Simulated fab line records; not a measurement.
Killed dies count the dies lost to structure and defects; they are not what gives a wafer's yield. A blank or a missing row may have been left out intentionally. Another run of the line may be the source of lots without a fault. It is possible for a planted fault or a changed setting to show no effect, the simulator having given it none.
Comparing a struck lot with a sound one :: flow nand_harc :: 39 out of 1302 route steps
Sound: wafers L112.2, L112.4, L112.6. Wafers struck: L110.1, L110.4, L110.6. The cause is given at the end.
Each step with rows lists, per side, the tool, then ch with its chambers, then its first start. Under that, the readings that differ: sound wafers :: struck wafers :: difference of the means :: sigmas: that difference in standard deviations of wafers without a fault.
alike: readings with means less than 2 such deviations apart, plus words and numbers identical on both sides. not compared: withheld readings, readings lacking a value on some wafer, bounds such as >300 that could conceal the same value, and numbers that have no deviation in the record and whose values overlap.
The two part at a step that has a row with sigmas, a row that says differs or no value, or rows on one side only. Numbers that don't overlap but have no deviation are shown without sigmas and don't part them. A reading missing from all wafers of one side parts the sides only when that side holds two or more wafers.

first, 10 steps without rows for these wafers: NHARC_A_CHANNEL_HOLE_D2_DEP_00 (deposits aC, target thk 3100 nm); NHARC_A_CHANNEL_HOLE_D2_DEP_01 (deposits SiON, target thk 140 nm); NHARC_A_CHANNEL_HOLE_D2_DEHYDRATE_02 (time 120 s); NHARC_A_CHANNEL_HOLE_D2_HMDS_03 (time 30 s); NHARC_A_CHANNEL_HOLE_D2_COAT_36 (time 75 s); NHARC_A_CHANNEL_HOLE_D2_COAT_37 (time 65 s); NHARC_A_CHANNEL_HOLE_D2_COAT_04 (resist thk 90 nm); NHARC_A_CHANNEL_HOLE_D2_SOFTBAKE_05 (time 55 s); NHARC_A_CHANNEL_HOLE_D2_EBR_06; NHARC_A_CHANNEL_HOLE_D2_EXPOSE_07 (exposes mask HOLE D2, target cd 100 nm).
NHARC_A_CHANNEL_HOLE_D2_PEB_08: peb time 65 s.
  sound on litho_track-06 ch 0, day 22 05:05; struck on litho_track-01 ch 0, day 21 19:34
reading: heater_power_total_W (W)
sound: 156.5 157.0 156.0
struck: 194.0 194.4 195.1
difference: +38.0
sigmas: +88
  alike: chill_plate_temp_C
then, 1 step without rows for these wafers: NHARC_A_CHANNEL_HOLE_D2_DEVELOP_09 (develop time 35 s).
NHARC_A_CHANNEL_HOLE_D2_CD_MEAS_10 targets a cd of 100 nm.
  sound on cd_sem-01 ch 0, day 22 05:10; struck on cd_sem-03 ch 0, day 21 19:38
reading: cd_nm (nm)
sound: 99.6 99.3 99.9
struck: 88.6 89.0 88.5
difference: -10.9
sigmas: -20
NHARC_A_CHANNEL_HOLE_D2_DESCUM_15: chemistry O2, time 3 s.
  sound on rie_diel-02 ch 0,3, day 22 05:22; struck on rie_diel-01 ch 2,3, day 21 19:51
reading: model.A_CHANNEL_HOLE_D2.cd_nm (nm)
sound: 99.42 99.95 100.1
struck: 88.4 88.24 87.41
difference: -11.8
sigmas: 
  alike: drypump_motor_current_A, mfc_ar_sccm, oes_product_au, rf_vpp_V, showerhead_plenum_p_Torr, throttle_valve_pct
  not compared: rf_hours_counter_h
then, 4 steps without rows for these wafers: NHARC_A_CHANNEL_HOLE_D2_ETCH_38 (etches the open film in CF4, target depth 39 nm, time 65 s); NHARC_A_CHANNEL_HOLE_D2_ETCH_39 (etches the open film in N2/H2, target depth 260 nm, time 325 s); NHARC_A_CHANNEL_HOLE_D2_ETCH_34 (etches the open film in CF4/CHF3, target depth 154 nm, time 77 s); NHARC_A_CHANNEL_HOLE_D2_ETCH_16 (etches the open film in O2/COS, target depth 3100 nm, time 806 s).
NHARC_A_CHANNEL_HOLE_D2_CD_MEAS_18:
  sound on cd_sem-03 at day 22 06:29; struck on cd_sem-01 at day 21 21:09
reading: cd_nm (nm)
sound: 97.0 99.3 97.4
struck: 86.9 85.7 85.8
difference: -11.8
sigmas: -5
then, 12 steps without rows for these wafers: NHARC_A_CHANNEL_HOLE_D2_ETCH_19 (etches the open film in C4F8/O2/Ar, time 34.5 s); NHARC_A_CHANNEL_HOLE_D2_ETCH_20 (etches the open film in C4F8/O2/Ar, time 361.9 s, target depth 1600 nm); NHARC_A_CHANNEL_HOLE_D2_ETCH_21 (etches the open film in C4F8/O2/Ar, time 514.3 s, target depth 1600 nm); NHARC_A_CHANNEL_HOLE_D2_ETCH_22 (etches the open film in C4F8/O2/Ar, time 666.7 s, target depth 1600 nm); NHARC_A_CHANNEL_HOLE_D2_ETCH_23 (etches the open film in C4F8/O2/Ar, time 819 s, target depth 1600 nm); NHARC_A_CHANNEL_HOLE_D2_ETCH_24 (etches the open film in C4F8/O2/Ar, time 906.2 s, target depth 1500 nm); NHARC_A_CHANNEL_HOLE_D2_ETCH_25 (etches the open film in C4F8/O2/Ar, time 1040.2 s, target depth 1500 nm); NHARC_A_CHANNEL_HOLE_D2_ETCH_26 (etches the open film in C4F8/O2/Ar, time 224.1 s, target depth 300 nm); NHARC_A_CHANNEL_HOLE_D2_ETCH_27 (etches the open film in C4F8/O2/Ar, time 90 s, target depth 400 nm); NHARC_A_CHANNEL_HOLE_D2_STRIP_41 (strips in N2/H2); NHARC_A_CHANNEL_HOLE_D2_STRIP_42 (strips in CF4/CHF3); NHARC_A_CHANNEL_HOLE_D2_STRIP_43 (strips in O2/COS).
NHARC_A_CHANNEL_HOLE_D2_ETCH_44: etches the open film in CF4/O2, target depth 140 nm, overetch 14 nm, time 77 s.
  sound on rie_diel-01 ch 0,1, day 22 11:15; struck on rie_diel-02 ch 0,2, day 22 01:56
reading: mfc_ar_sccm (sccm)
sound: 0.004 0.014 0.014
struck: 0 0 0
difference: +0
sigmas: -2

reading: model.A_CHANNEL_HOLE_D2.cd_nm (nm)
sound: 87.6 87.35 88
struck: 76.8 79.02 76.13
difference: -10.3
sigmas: 
  alike: bias_w, drypump_motor_current_A, oes_product_au, rf_vpp_V, showerhead_plenum_p_Torr, throttle_valve_pct
  not compared: rf_hours_counter_h
then, 3 steps without rows for these wafers: NHARC_A_CHANNEL_HOLE_D2_STRIP_28 (strips in O2); NHARC_A_CHANNEL_HOLE_D2_PRECLEAN_29 (cleans in SC1); NHARC_A_CHANNEL_HOLE_D2_SRD_30.
NHARC_A_CHANNEL_HOLE_D2_CD_MEAS_31:
  sound on cd_sem-01 at day 22 12:02; struck on cd_sem-01 at day 22 02:44
reading: cd_nm (nm)
sound: 87.6 87.0 87.3
struck: 75.7 78.5 75.7
difference: -10.7
sigmas: -7
NHARC_A_CHANNEL_HOLE_D2_XSEM_32:
  sound on xsem-02 ch 0, day 22 12:08; struck on xsem-02 ch 0, day 22 02:49
reading: bot_cd_nm (nm)
sound: 71.0 71.4 71.2
struck: 60.0 62.8 59.3
difference: -10.5
sigmas: -6
  alike: bow_nm, tilt_deg
-- jump in the record: it breaks off in module A_CHANNEL_HOLE_D2 and resumes in module END (first step shown: number 1301 of the route), and 11 days separate the struck wafers' starts before and after --
NHARC_END_WLT_00:
  sound on prober-01 at day 33 09:11; struck on prober-01 at day 33 00:58
reading: VT_DECK1_MIDDLE_INNER
sound: 0.869 0.857 0.869
struck: 0.877 0.888 0.889
difference: +0.020
sigmas: +2

reading: VT_DECK2_BOTTOM
sound: 0.845 0.852 0.854
struck: 0.816 0.830 0.826
difference: -0.026
sigmas: -3

reading: VT_DECK2_BOTTOM_INNER
sound: 0.850 0.853 0.850
struck: 0.822 0.830 0.810
difference: -0.030
sigmas: -4

reading: VT_DECK2_MEDIAN_NEAR_BOTTOM
sound: 0.857 0.852 0.857
struck: 0.817 0.824 0.821
difference: -0.035
sigmas: -4

reading: VT_DECK2_MEDIAN_NEAR_BOTTOM_INNER
sound: 0.846 0.850 0.844
struck: 0.814 0.828 0.820
difference: -0.026
sigmas: -3

reading: VT_DECK2_MIDDLE
sound: 0.864 0.865 0.877
struck: 0.841 0.854 0.847
difference: -0.021
sigmas: -3

reading: VT_DECK2_MIDDLE_INNER
sound: 0.865 0.869 0.868
struck: 0.841 0.841 0.843
difference: -0.026
sigmas: -3

reading: VT_DECK2_TOP
sound: 0.885 0.882 0.889
struck: 0.861 0.859 0.855
difference: -0.027
sigmas: -4

reading: VT_DECK2_TOP_INNER
sound: 0.878 0.878 0.887
struck: 0.861 0.864 0.859
difference: -0.020
sigmas: -3
  alike: VT_DECK1_BOTTOM, VT_DECK1_BOTTOM_INNER, VT_DECK1_MEDIAN_NEAR_BOTTOM, VT_DECK1_MEDIAN_NEAR_BOTTOM_INNER, VT_DECK1_MIDDLE, VT_DECK1_TOP, VT_DECK1_TOP_INNER
NHARC_END_SORT_01:
  at this point the record logs the struck wafers (prober-01 ch 0, day 33 03:56) and has no rows for the sound ones

WHERE THEY PART
Earliest at NHARC_A_CHANNEL_HOLE_D2_PEB_08; latest, in this record, at NHARC_END_SORT_01.

WHY: what the simulator had put in
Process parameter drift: litho_track-01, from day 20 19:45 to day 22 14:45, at NHARC_A_CHANNEL_HOLE_D2_PEB_08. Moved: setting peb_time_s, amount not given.
